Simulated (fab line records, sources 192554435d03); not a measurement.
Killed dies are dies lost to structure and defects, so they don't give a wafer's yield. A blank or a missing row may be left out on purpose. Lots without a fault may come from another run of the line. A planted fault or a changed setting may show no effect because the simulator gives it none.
Split-lot experiment | flow n5_finfet | 7 lots, 21 wafers read, on a route of 1938 steps

THE SPLIT
At N5_BEOL_M7_TRENCH_ETCH_37 (etches SiCOH lowk in C4F6/O2, target depth 93.478 nm, time 31.2 s), the setting source_w was moved away from the recipe's 345 W on 7 of the 21 wafers read, by -12.0% to +17.9%. The other wafers ran this setting at the recipe's value.

FROM THE SPLIT TO THE READING: what the file shows between them, 2 steps
- N5_BEOL_M7_ETCH_41: etches SiCN in CH3F/O2, target depth 31.9 nm, time 57.8 s
- N5_BEOL_M7_STRIP_80: strips in N2/H2, time 10 s

THE READING
trench_depth_nm, in nm, at N5_BEOL_M7_OCD_MEAS_38. Fault-free wafers of this fab line usually give 93.2 nm, standard deviation 1.9 nm.

wafer  | tool, chamber at the split | source_w as run, W | against the recipe | trench_depth_nm, nm | against lot-mates on the recipe
L083.3 | rie_diel-04, 3             | 345                | recipe             | 92.2                | -
L083.4 | rie_diel-04, 1             | 345                | recipe             | 92.5                | -
L083.6 | rie_diel-04, 1             | 345                | recipe             | 92.2                | -
L090.1 | rie_diel-01, 3             | 345                | recipe             | 92.5                | -
L090.2 | rie_diel-01, 1             | 345                | recipe             | 91.5                | -
L090.6 | rie_diel-01, 3             | 345                | recipe             | 93.2                | -
L089.2 | rie_diel-03, 0             | 396                | +14.8%             | 97.0                | +4.3
L089.5 | rie_diel-03, 0             | 345                | recipe             | 92.7                | -
L089.6 | rie_diel-03, 2             | 396                | +14.8%             | 97.7                | +5.0
L091.2 | rie_diel-03, 2             | 345                | recipe             | 94.1                | -
L091.4 | rie_diel-03, 3             | 345                | recipe             | 91.8                | -
L091.5 | rie_diel-03, 0             | 345                | recipe             | 92.4                | -
L092.1 | rie_diel-01, 1             | 345                | recipe             | 91.0                | -
L092.3 | rie_diel-01, 2             | 406.9              | +17.9%             | 101.8               | +10.8
L092.5 | rie_diel-01, 3             | 406.9              | +17.9%             | 99.2                | +8.2
L094.2 | rie_diel-03, 2             | 345                | recipe             | 93.8                | -
L094.4 | rie_diel-03, 3             | 345                | recipe             | 91.0                | -
L094.6 | rie_diel-03, 2             | 381.6              | +10.6%             | 97.4                | +5.0
L097.1 | rie_diel-01, 0             | 303.5              | -12.0%             | 88.6                | -3.9
L097.2 | rie_diel-01, 2             | 303.5              | -12.0%             | 91.2                | -1.3
L097.4 | rie_diel-01, 3             | 345                | recipe             | 92.5                | -

THE FIT
A straight line over all 21 wafers: trench_depth_nm changes by +0.359 nm for each +1% of source_w; r = +0.93; the points scatter about the line by 1.2 nm.
The same after taking each lot's own level away (the mean of its wafers on the recipe; 21 wafers): +0.387 nm for each +1%; r = +0.92; scatter 1.4 nm.
On that fit, the largest move of source_w shifts the reading by 6.9 nm.
The lots' own levels span 91.00 to 92.77 nm, that is 0.9 times the standard deviation above.
So the lot-to-lot level changes the slope little: the two slopes agree.
Check: with one of the wafers moved furthest among these (+17.9%) left out of the fit, the line predicts +6.32 nm for it against its lot-mates. It came out at +10.8 nm against them.
Tool readings at the split's step, against how far the setting was moved: rf_vpp_V r = -0.88.

OTHER SPLITS ON THESE WAFERS
These wafers also went through other splits before the reading. Each is held against what the fit with the lots' levels taken away leaves over:
other split on the same wafers    | wafers away from the commonest value | r with trench_depth_nm (lot level and that fit taken away)
N5_BEOL_M4_TRENCH_ETCH_37 time_s  | 7                                    | -0.06
N5_BEOL_M5_COAT_05 spin_rpm       | 4                                    | -0.18
N5_BEOL_M5_DESCUM_16 time_s       | 8                                    | -0.17
N5_BEOL_M6_HM_DEP_02 target_thk_a | 5                                    | -0.08
N5_BEOL_M6_VIA_ETCH_34 time_s     | 4                                    | +0.17
N5_BEOL_M6_ETCH_41 time_s         | 8                                    | -0.10

THE WHOLE CHAIN: every reading that the file lists as answering this split, in the file's order
step                      | what it does                                                      | reading                                                                   | change (the file's fit)               | r (the file's)
N5_BEOL_M7_TRENCH_ETCH_37 | etches SiCOH lowk in C4F6/O2, target depth 93.478 nm, time 31.2 s | rf_vpp_V                                                                  | -2.37 V for each +1% of the setting   | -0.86
N5_BEOL_M7_TRENCH_ETCH_37 | etches SiCOH lowk in C4F6/O2, target depth 93.478 nm, time 31.2 s | etch.depth_nm (the simulator's own value, which no gauge read)            | +0.422 nm for each +1% of the setting | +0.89
N5_BEOL_M7_TRENCH_ETCH_37 | etches SiCOH lowk in C4F6/O2, target depth 93.478 nm, time 31.2 s | BEOL_M7.feature_depth_nm (the simulator's own value, which no gauge read) | +0.419 nm for each +1% of the setting | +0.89
N5_BEOL_M7_OCD_MEAS_38    |                                                                   | trench_depth_nm                                                           | +0.407 nm for each +1% of the setting | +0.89

THE FILE'S OWN FIT
trench_depth_nm changes by +0.407 nm for each +1% of source_w, r = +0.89.
